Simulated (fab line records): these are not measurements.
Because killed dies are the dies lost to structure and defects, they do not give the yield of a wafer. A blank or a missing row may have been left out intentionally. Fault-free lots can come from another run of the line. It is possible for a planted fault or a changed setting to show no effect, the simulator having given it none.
A struck lot beside a sound one / flow n5Finfet / 15 out of 1938 route steps
Sound: the wafers L988.1, L988.2, L988.3. Wafers L991.1, L991.2, L991.5 were the ones struck. At the end, the cause is stated.
Each step with rows lists, per side, the tool, then ch with its chambers, then its first start. Under that, the readings that differ: sound wafers / struck wafers / difference of the means / sigmas: that difference in standard deviations of wafers without a fault.
alike: words and numbers the same on both sides, and readings whose means are apart by under 2 such deviations; not compared: readings that were withheld, readings missing a value for some wafer, numbers with overlapping values and no deviation given by the record, and bounds like >300 which may hide the same value.
A row with sigmas, a row that says differs or no value, or rows on one side alone: a step with any of these is where the two part. Numbers that don't overlap but have no deviation are shown without sigmas and don't part them. Lack of a reading on every wafer of one side parts them only where that side has two or more wafers.

N5_GATE_CUT_ETCH_19: etches SiNx in CH3F/O2, target depth 53.7 nm, time 76.7 s.
  sound on rieDiel-05 ch 1,2,3, day 7 04:39; struck on rieDiel-06 ch 0,2,3, day 7 18:31
  alike: drypumpMotorCurrentA, etchRfOnTimeS, oes_ar_750_au, oesProductAu, rfVppV, showerheadPlenumPTorr, throttleValvePct
  not compared: rfHoursCounterH
then, 1 step without rows for these wafers: N5_GATE_CUT_CUT_ETCH_53 (etches W in SF6/Cl2, target depth 79.2 nm).
N5_GATE_CUT_CUT_ETCH_54: etches TiN in Cl2/BCl3, target depth 96.7 nm.
  sound on rieMetal-02 ch 0,1, day 7 04:49; struck on rieMetal-01 ch 0,1, day 7 18:41
reading=etchRfOnTimeS (s); sound=38.7 37.9 38.9; struck=35.2 34.5 34.8; difference=-3.7; sigmas=-2
  alike: drypumpMotorCurrentA, heBacksideLeakSccm, oes_ar_750_au, oesProductAu, throttleValvePct
  not compared: rfHoursCounterH
N5_GATE_CUT_CUT_ETCH_55: etches HfO2 in BCl3, target depth 3.2 nm.
  sound on rieMetal-02 ch 0,1, day 7 04:52; struck on rieMetal-01 ch 0,1, day 7 18:44
  alike: drypumpMotorCurrentA, heBacksideLeakSccm, oesProductAu, throttleValvePct
  not compared: rfHoursCounterH
then, 2 steps without rows for these wafers: N5_GATE_CUT_ETCH_47 (etches SiO2 in Cl2/BCl3, target depth 10 nm); N5_GATE_CUT_VAPOR_ETCH_48 (etches TiN in BCl3/Cl2).
N5_GATE_CUT_VAPOR_ETCH_49: etches TiAlC in BCl3/Cl2.
  sound on rieMetal-02 ch 0,1, day 7 04:58; struck on rieMetal-01 ch 0,1, day 7 18:50
  alike: drypumpMotorCurrentA, heBacksideLeakSccm, oesProductAu
N5_GATE_CUT_VAPOR_ETCH_51: etches HfO2 in BCl3/Cl2.
  sound on rieMetal-02 ch 0,1, day 7 04:59; struck on rieMetal-01 ch 0,1, day 7 18:52
  alike: drypumpMotorCurrentA, heBacksideLeakSccm, oesProductAu
then, 4 steps without rows for these wafers: N5_GATE_CUT_STRIP_21 (strips in N2/H2, time 30 s); N5_GATE_CUT_STRIP_29 (strips in post etch residue remover, time 60 s); N5_GATE_CUT_SRD_52 (time 30 s); N5_GATE_CUT_ALD_22 (deposits SiNx, target thk 16 nm, pulse time 1 s, ald cycles 320).
N5_GATE_CUT_CMP_23: polishes, stops on SiO2, t overpolish 23.4 s, target thk 16 nm.
  sound on cmp-04 ch 0,2,3, day 7 06:41; struck on cmp-04 ch 0,2,3, day 7 20:37
reading=platenRpm (rpm); sound=51.82 51.82 51.80; struck=49.71 49.72 49.81; difference=-2.07; sigmas=-59
  alike: motorCurrentA, overpolishRunS, timeToEndpointS
N5_GATE_CUT_THK_MEAS_24:
  sound on filmMetro-01, day 7 06:59; struck on filmMetro-02, day 7 20:53
  alike: GC_FILL_THK
-- here the record skips 9 days between the struck wafers' starts before and after, leaving off in module GATE_CUT and picking up in module PASSIVATION (first step shown: number 1936 of the route) --
N5_PASSIVATION_PROBE_49:
  sound on prober-01, day 15 17:39; struck on prober-01, day 17 05:15
reading=killedOpen; sound=60 52 65; struck=79 77 88; difference=+22; sigmas=+2
  alike: killed_at_M0_to_M3, killed_at_M4_up, killedAtContacts, killedAtFrontEnd, killedAtOther, killedDies, killedOnRim, killedShort

== WHERE THEY PART ==
First at N5_GATE_CUT_CUT_ETCH_54; last, within this record, at N5_PASSIVATION_PROBE_49.

WHY: the cause the simulator had injected
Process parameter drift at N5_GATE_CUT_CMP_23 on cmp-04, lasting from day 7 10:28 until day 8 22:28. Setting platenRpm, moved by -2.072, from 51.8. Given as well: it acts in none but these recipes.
